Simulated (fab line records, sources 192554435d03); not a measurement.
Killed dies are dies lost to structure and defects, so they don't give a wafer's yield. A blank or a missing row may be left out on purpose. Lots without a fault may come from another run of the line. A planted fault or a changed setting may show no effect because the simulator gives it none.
fab line records | flow n5_finfet
record lots=7 wafers=39
route steps=1938 shown WELL_APT@24 FIN_SAQP@102 SD_EPI_N@293 MOL_CONTACT_COAG@544
start_h: hours from the record's first day to the start of the lot's first wafer shown | wait_h: hours since the lot's step before | " the same as in the row above | L1.1+2: a row that stands for several wafers | - no value, or no start given | * or withheld: withheld | < > ~ a bound
route shown NAME@n: a module of which the file shows steps, and the number in the route of the first | usual: mean/standard deviation of fault-free wafers | same: alike in all rows | chamber/n: place in a boat | sites: the reading at each site | _std_site: their standard deviation | _edge_site: outer sites' mean less inner sites' | radius_mm: how far each site lies from the wafer's centre | mask NAME#n: copy n | behind: the tool/chamber that last shaped the wafer | hold: why the lot was held/for how many hours/how that ended | device: the transistor (n, p or np) that didn't switch | end of line: the same wafers' tests at the end of the route | a step without rows: its recipe alone | killed: dies lost to structure and defects at the first sort, not the wafer's yield | map: a wafer's dies, x killed, . not, _ none there
set.NAME: the setting as run; set.NAME@STEP: as run at that earlier step | model.NAME: the simulator's own value behind a step, which no gauge read
lots whose settings were changed on purpose; a table a step, a row a wafer
## steps
# step N5_WELL_APT_EXPOSE_05
# recipe mask_id=NWELL na=0.8 source_shape=conventional sigma_outer=0.8 polarization=unpolarized defocus_nm=0 target_cd_nm=200 dose_mj=20.3
# columns lot.wafer tool chamber start_h wait_h mask set.dose_mj
L078.1+3+4 krf_scanner-02 0 37.60 - NWELL#0 20.3
L079.1+4+6 krf_scanner-02 0 43.89 - NWELL#0 19.2
L079.2+3+5 " 0 " " NWELL#0 20.3
L082.1+3+5 krf_scanner-01 0 61.89 - NWELL#0 21.49
L082.2+4+6 " 0 " " NWELL#0 20.3
L088.1+2+3+4+5+6 krf_scanner-02 0 97.39 - NWELL#0 20.3
L092.1+3+4 krf_scanner-02 0 121.38 - NWELL#0 20.3
L092.2+5+6 " 0 " " NWELL#0 19.34
L094.1+2+3 krf_scanner-01 0 133.51 - NWELL#0 20.3
L094.4+5+6 " 0 " " NWELL#0 20.93
L095.1+2+4 krf_scanner-02 0 139.53 - NWELL#0 20.3
L095.3+5+6 " 0 " " NWELL#0 21.54
# step N5_WELL_APT_PEB_06
# recipe peb_temp_c=130 peb_time_s=90
# step N5_WELL_APT_DEVELOP_07
# recipe develop_time_s=45 rinse_liquid=surfactant_rinse dry=air_spin dev_temp_c=21
# step N5_WELL_APT_HARDBAKE_12
# recipe temp_c=130 time_s=120
# step N5_WELL_APT_CD_MEAS_08
# recipe target_cd_nm=200 landing_energy_ev=500 detector=se_inlens
# usual cd_nm=199/3.2
# columns lot.wafer tool chamber start_h wait_h set.dose_mj@WELL_APT_EXPOSE_05 cd_nm
L078.1 cd_sem-03 0 37.78 - 20.3 195
L078.3 " 0 " " 20.3 197
L078.4 " 0 " " 20.3 196
L079.1 cd_sem-02 0 44.07 - 19.2 191
L079.2 " 0 " " 20.3 199
L079.3 " 0 " " 20.3 198
L079.4 " 0 " " 19.2 193
L079.5 " 0 " " 20.3 198
L079.6 " 0 " " 19.2 188
L082.1 cd_sem-03 0 62.06 - 21.49 207
L082.2 " 0 " " 20.3 197
L082.3 " 0 " " 21.49 209
L082.4 " 0 " " 20.3 198
L082.5 " 0 " " 21.49 207
L082.6 " 0 " " 20.3 202
L088.1 cd_sem-02 0 97.56 - 20.3 201
L088.2 " 0 " " 20.3 204
L088.3 " 0 " " 20.3 204
L088.4 " 0 " " 20.3 203
L088.5 " 0 " " 20.3 205
L088.6 " 0 " " 20.3 201
L092.1 cd_sem-02 0 121.56 - 20.3 201
L092.2 " 0 " " 19.34 196
L092.3 " 0 " " 20.3 201
L092.4 " 0 " " 20.3 201
L092.5 " 0 " " 19.34 197
L092.6 " 0 " " 19.34 193
L094.1 cd_sem-03 0 133.68 - 20.3 200
L094.2 " 0 " " 20.3 199
L094.3 " 0 " " 20.3 199
L094.4 " 0 " " 20.93 205
L094.5 " 0 " " 20.93 203
L094.6 " 0 " " 20.93 202
L095.1 cd_sem-01 0 139.71 - 20.3 201
L095.2 " 0 " " 20.3 203
L095.3 " 0 " " 21.54 208
L095.4 " 0 " " 20.3 202
L095.5 " 0 " " 21.54 212
L095.6 " 0 " " 21.54 211
# step N5_WELL_APT_DESCUM_13
# recipe chemistry=O2 time_s=7.9 source_power_w=50 bias_power_w=20 pressure_mtorr=20 rf_frequency_hz=2.712e+07 temp_c=40 o2_flow_sccm=225
# columns lot.wafer tool chamber start_h wait_h set.dose_mj@WELL_APT_EXPOSE_05 model.WELL_APT.cd_nm
L078.1 rie_diel-04 2 37.86 0.0 20.3 194.2
L078.3 " 1 " " 20.3 196.7
L078.4 " 0 " " 20.3 195.8
L079.1 rie_diel-01 2 44.16 0.0 19.2 191.3
L079.2 " 1 " " 20.3 199.1
L079.3 " 0 " " 20.3 198.6
L079.4 " 3 " " 19.2 193.6
L079.5 " 3 " " 20.3 197.9
L079.6 " 0 " " 19.2 188.9
L082.1+5 rie_diel-03 2,0 62.17 0.1 21.49 207
L082.2 " 3 " " 20.3 197
L082.3 " 0 " " 21.49 209.1
L082.4 " 1 " " 20.3 198.1
L082.6 " 1 " " 20.3 202
L088.1 rie_diel-03 2 97.65 0.0 20.3 200.6
L088.2 " 1 " " 20.3 204
L088.3 " 3 " " 20.3 203.7
L088.4 " 0 " " 20.3 203.1
L088.5 " 1 " " 20.3 205
L088.6 " 0 " " 20.3 200.5
L092.1 rie_diel-01 2 121.64 0.0 20.3 200.6
L092.2 " 3 " " 19.34 195.7
L092.3 " 0 " " 20.3 201
L092.4 " 3 " " 20.3 200.5
L092.5 " 0 " " 19.34 196.9
L092.6 " 2 " " 19.34 193
L094.1 rie_diel-01 0 133.77 0.0 20.3 199.8
L094.2 " 3 " " 20.3 199
L094.3 " 1 " " 20.3 198.6
L094.4 " 0 " " 20.93 205.2
L094.5 " 3 " " 20.93 203.3
L094.6 " 1 " " 20.93 202.4
L095.1 rie_diel-03 1 140.26 0.5 20.3 200.8
L095.2 " 3 " " 20.3 202.7
L095.3 " 2 " " 21.54 207.9
L095.4 " 0 " " 20.3 202.1
L095.5 " 1 " " 21.54 212.1
L095.6 " 2 " " 21.54 210.6
# step N5_FIN_SAQP_HM_DEP_72
# recipe material=SiO2 target_thk_a=120 temp_c=400 precursor=SiH4/N2O pressure_torr=0.75 rf_w=275 time_s=7.2
# columns lot.wafer tool chamber start_h wait_h set.target_thk_a model.SiO2_of_FIN_SAQP_HM_DEP_72.thk_nm
L078.1 pecvd-01 0 45.89 0.0 120 12.13
L078.3 " 1 " " 120 11.83
L078.4 " 2 " " 120 12.15
L079.1 pecvd-03 1 52.10 0.0 120 12.08
L079.2 " 0 " " 136.3 13.75
L079.3 " 2 " " 120 11.77
L079.4 " 2 " " 136.3 13.87
L079.5 " 0 " " 120 12.16
L079.6 " 1 " " 136.3 13.71
L082.1 pecvd-04 1 69.64 0.0 120 11.75
L082.2 " 2 " " 120 11.74
L082.3 " 0 " " 127.5 12.72
L082.4 " 2 " " 127.5 12.57
L082.5 " 1 " " 127.5 12.67
L082.6 " 0 " " 120 12.01
L088.1 pecvd-03 1 106.94 0.0 120 12.08
L088.2 " 2 " " 120 11.88
L088.3 " 0 " " 120 12.38
L088.4 " 2 " " 120 12.03
L088.5 " 1 " " 120 12.27
L088.6 " 0 " " 120 12.42
L092.1 pecvd-03 2 128.93 0.0 106.2 10.68
L092.2 " 1 " " 106.2 11.03
L092.3 " 0 " " 120 12.28
L092.4 " 1 " " 106.2 11.22
L092.5 " 0 " " 120 12.42
L092.6 " 2 " " 120 12.29
L094.1 pecvd-04 0 141.29 0.0 124.6 12.1
L094.2 " 2 " " 124.6 12.04
L094.3 " 1 " " 120 11.96
L094.4 " 0 " " 124.6 12.47
L094.5 " 1 " " 120 12.03
L094.6 " 2 " " 120 11.94
L095.1 pecvd-03 2 148.19 0.0 120 11.61
L095.2 " 0 " " 120 11.93
L095.3 " 0 " " 107 10.8
L095.4 " 2 " " 107 10.71
L095.5 " 2 " " 107 10.85
L095.6 " 0 " " 120 12.14
# step N5_FIN_SAQP_COAT_49
# recipe resist=SOC temp_c=250 time_s=60 spin_rpm=1500 resist_thk_nm=100
# step N5_FIN_SAQP_COAT_50
# recipe resist=SiARC temp_c=220 time_s=60 spin_rpm=1500 resist_thk_nm=35
# step N5_FIN_SAQP_ETCH_52
# recipe chemistry=N2/H2 target=SOC target_depth_a=1000 overetch_a=200 mask_material=SiARC temp_c=40 time_s=150 ion_energy_ev=200 pressure_mtorr=30 source_w=840 bias_w=150 n2_flow_sccm=200 h2_flow_sccm=200 ends=end_point
# step N5_FIN_SAQP_STRIP_53
# recipe chemistry=N2/H2 temp_c=40 n2_flow_sccm=200 h2_flow_sccm=200 rf_frequency_hz=6e+07
# step N5_FIN_SAQP_HM_OPEN_73
# recipe chemistry=CHF3/O2 target=SiO2 stop_on=a-Si target_depth_a=120 over_etch_frac=1.8 mask_material=SOC time_s=16.8 pressure_mtorr=30 source_w=650 bias_w=170 Ar_flow_sccm=200 CHF3_flow_sccm=50 O2_flow_sccm=5 ion_energy_ev=200 ends=end_point
# columns lot.wafer tool chamber start_h wait_h set.target_thk_a@FIN_SAQP_HM_DEP_72 model.etch.depth_nm
L078.1 rie_diel-01 2 46.63 0.0 120 12.13
L078.3 " 3 " " 120 11.83
L078.4 " 0 " " 120 12.15
L079.1 rie_diel-03 3 52.85 0.0 120 12.08
L079.2 " 0 " " 136.3 13.75
L079.3 " 1 " " 120 11.77
L079.4 " 2 " " 136.3 13.87
L079.5 " 3 " " 120 12.16
L079.6 " 2 " " 136.3 13.71
L082.1 rie_diel-03 0 70.46 0.0 120 11.75
L082.2 " 2 " " 120 11.74
L082.3 " 1 " " 127.5 12.72
L082.4 " 3 " " 127.5 12.57
L082.5 " 1 " " 127.5 12.67
L082.6 " 2 " " 120 12.01
L088.1 rie_diel-01 0 107.56 0.0 120 12.08
L088.2 " 1 " " 120 11.88
L088.3 " 3 " " 120 12.38
L088.4 " 2 " " 120 12.03
L088.5 " 2 " " 120 12.27
L088.6 " 1 " " 120 12.42
L092.1 rie_diel-03 3 129.94 0.0 106.2 10.68
L092.2 " 1 " " 106.2 11.03
L092.3 " 2 " " 120 12.28
L092.4 " 0 " " 106.2 11.22
L092.5 " 3 " " 120 12.42
L092.6 " 0 " " 120 12.29
L094.1 rie_diel-03 2 142.08 0.0 124.6 12.1
L094.2 " 1 " " 124.6 12.04
L094.3 " 0 " " 120 11.96
L094.4 " 3 " " 124.6 12.47
L094.5 " 3 " " 120 12.03
L094.6 " 0 " " 120 11.94
L095.1 rie_diel-04 1 148.83 0.0 120 11.61
L095.2 " 2 " " 120 11.93
L095.3 " 3 " " 107 10.8
L095.4 " 0 " " 107 10.71
L095.5 " 1 " " 107 10.85
L095.6 " 0 " " 120 12.14
# step N5_SD_EPI_N_LINER_46
# recipe material=SiNx target_thk_a=30 temp_c=400 ald_precursor_family=SiH2I2 ald_co_reactant=N2/H2-plasma pressure_torr=2
# columns lot.wafer tool chamber start_h wait_h set.target_thk_a model.SiNx_of_SD_EPI_N_LINER_46.thk_nm
L078.1+3+4 ald_sin-04 1,2,0 77.71 0.2 30 3
L079.1+2+6 ald_sin-02 2,3,3 82.74 0.2 30 3
L079.3+4+5 " 1,0,0 " " 31.41 3.2
L082.1+2+5 ald_sin-04 1,0,1 104.04 0.2 27.01 2.8
L082.3+4+6 " 2,3,2 " " 30 3
L088.1+2+3 ald_sin-03 2,1,0 139.94 0.2 31.23 3.2
L088.4+5+6 " 3,3,2 " " 30 3
L092.1+2+5 ald_sin-03 1,0,0 160.39 0.6 26.45 2.6
L092.3+4+6 " 2,3,3 " " 30 3
L094.1+3+4 ald_sin-03 2,0,1 174.04 0.2 30 3
L094.2+5+6 " 3,0,1 " " 34.4 3.4
L095.1+2+3+4+5+6 ald_sin-04 0,3,1,2,3,0 177.97 0.2 30 3
# step N5_MOL_CONTACT_COAG_ALD_20
# recipe material=TiN target_thk_a=15 temp_c=400 ald_precursor_family=TiCl4 ald_co_reactant=NH3 pulse_time_s=1 purge_time_s=3 co_reactant_purge_time_s=2 co_reactant_pulse_time_s=2 ald_cycles=68 pressure_torr=3
# columns lot.wafer tool chamber start_h wait_h set.ald_cycles model.TiN_of_MOL_CONTACT_COAG_ALD_20.thk_nm
L078.1+3+4 ald_metal-02 1,3,0 112.08 0.1 68 1.4
L079.1+2+4+5+6 ald_metal-03 0,3,2,3,0 119.75 0.1 68 1.4
L079.3 " 1 " " 68 1.6
L082.1+3+6 ald_metal-04 0,2,3 140.06 0.1 68 1.6
L082.2+4+5 " 1,3,0 " " 72 1.6
L088.1+2+5 ald_metal-04 0,2,0 176.69 0.1 56 1.2
L088.3+6 " 3 " " 68 1.6
L088.4 " 1 " " 68 1.4
L092.1+3+6 ald_metal-04 2,1,3 196.26 0.1 57 1.2
L092.2+4+5 " 0,3,2 " " 68 1.6
L094.1+3+6 ald_metal-04 2,3,1 215.03 0.1 65 1.4
L094.2+5 " 0,2 " " 68 1.6
L094.4 " 1 " " 68 1.4
L095.1+2+3 ald_metal-02 3,0,2 216.19 0.1 68 1.4
L095.4+5+6 " 1,3,2 " " 64 1.4
# step N5_MOL_CONTACT_COAG_EXPOSE_81
# recipe mask_id=VG na=0.33 source_shape=annular sigma_inner=0.3 sigma_outer=0.7 polarization=unpolarized defocus_nm=0 dose_mj=59.5
# columns lot.wafer tool chamber start_h wait_h mask set.dose_mj
L078.1+3+4 euv_scanner-01 0 120.34 - VG#0 59.5
L079.1+3+6 euv_scanner-02 0 127.53 - VG#0 59.5
L079.2+4+5 " 0 " " VG#0 63.39
L082.1+3+5 euv_scanner-02 0 147.63 - VG#0 59.5
L082.2+4+6 " 0 " " VG#0 62.46
L088.1+2+3+4+5+6 euv_scanner-01 0 183.62 - VG#0 59.5
L092.1+5+6 euv_scanner-02 0 204.07 - VG#0 59.5
L092.2+3+4 " 0 " " VG#0 63.52
L094.1+2+5 euv_scanner-01 0 223.15 - VG#0 59.5
L094.3+4+6 " 0 " " VG#0 61.82
L095.1+3+4 euv_scanner-02 0 224.44 - VG#0 59.5
L095.2+5+6 " 0 " " VG#0 56.99
# step N5_MOL_CONTACT_COAG_PEB_82
# recipe peb_temp_c=100 peb_time_s=60 resist=CAR-EUV
# step N5_MOL_CONTACT_COAG_DEVELOP_83
# recipe develop_time_s=30 developer=TMAH resist=CAR-EUV rinse_liquid=surfactant_rinse dry=air_spin dev_temp_c=23
# step N5_MOL_CONTACT_COAG_CD_MEAS_84
# recipe target_cd_nm=25.1 landing_energy_ev=500 detector=se_inlens polarity=opening
# usual cd_nm=25.04/0.23
# columns lot.wafer tool chamber start_h wait_h set.dose_mj@MOL_CONTACT_COAG_EXPOSE_81 cd_nm
L078.1 cd_sem-03 0 120.49 - 59.5 25.30
L078.3 " 0 " " 59.5 25.40
L078.4 " 0 " " 59.5 25.11
L079.1 cd_sem-01 0 127.67 - 59.5 25.21
L079.2 " 0 " " 63.39 26.34
L079.3 " 0 " " 59.5 25.23
L079.4 " 0 " " 63.39 26.31
L079.5 " 0 " " 63.39 26.40
L079.6 " 0 " " 59.5 24.67
L082.1 cd_sem-03 0 147.77 - 59.5 24.80
L082.2 " 0 " " 62.46 25.76
L082.3 " 0 " " 59.5 24.72
L082.4 " 0 " " 62.46 25.76
L082.5 " 0 " " 59.5 25.26
L082.6 " 0 " " 62.46 26.13
L088.1 cd_sem-01 0 183.76 - 59.5 25.06
L088.2 " 0 " " 59.5 25.06
L088.3 " 0 " " 59.5 25.07
L088.4 " 0 " " 59.5 24.79
L088.5 " 0 " " 59.5 24.98
L088.6 " 0 " " 59.5 25.35
L092.1 cd_sem-03 0 204.21 - 59.5 24.84
L092.2 " 0 " " 63.52 26.34
L092.3 " 0 " " 63.52 26.24
L092.4 " 0 " " 63.52 26.20
L092.5 " 0 " " 59.5 25.00
L092.6 " 0 " " 59.5 24.87
L094.1 cd_sem-03 0 223.30 - 59.5 25.40
L094.2 " 0 " " 59.5 25.27
L094.3 " 0 " " 61.82 25.68
L094.4 " 0 " " 61.82 25.85
L094.5 " 0 " " 59.5 25.07
L094.6 " 0 " " 61.82 26.25
L095.1 cd_sem-02 0 224.59 - 59.5 24.67
L095.2 " 0 " " 56.99 23.96
L095.3 " 0 " " 59.5 25.58
L095.4 " 0 " " 59.5 25.23
L095.5 " 0 " " 56.99 24.43
L095.6 " 0 " " 56.99 24.41
## key
split step=N5_WELL_APT_EXPOSE_05 setting=dose_mj stated=20.3 by=wafer
response step=N5_WELL_APT_CD_MEAS_08 reading=cd_nm change=+1.38 per=1% r=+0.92
response step=N5_WELL_APT_DESCUM_13 reading=model.WELL_APT.cd_nm change=+1.36 per=1% r=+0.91
split step=N5_FIN_SAQP_HM_DEP_72 setting=target_thk_a stated=120 by=wafer
response step=N5_FIN_SAQP_HM_DEP_72 reading=model.SiO2_of_FIN_SAQP_HM_DEP_72.thk_nm change=+0.118 per=1% r=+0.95
response step=N5_FIN_SAQP_HM_OPEN_73 reading=model.etch.depth_nm change=+0.118 per=1% r=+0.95
split step=N5_SD_EPI_N_LINER_46 setting=target_thk_a stated=30 by=wafer
response step=N5_SD_EPI_N_LINER_46 reading=model.SiNx_of_SD_EPI_N_LINER_46.thk_nm change=+0.0291 per=1% r=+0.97
split step=N5_MOL_CONTACT_COAG_ALD_20 setting=ald_cycles stated=68 by=wafer
response step=N5_MOL_CONTACT_COAG_ALD_20 reading=model.TiN_of_MOL_CONTACT_COAG_ALD_20.thk_nm change=+0.0196 per=1% r=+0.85
split step=N5_MOL_CONTACT_COAG_EXPOSE_81 setting=dose_mj stated=59.5 by=wafer
response step=N5_MOL_CONTACT_COAG_CD_MEAS_84 reading=cd_nm change=+0.198 per=1% r=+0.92
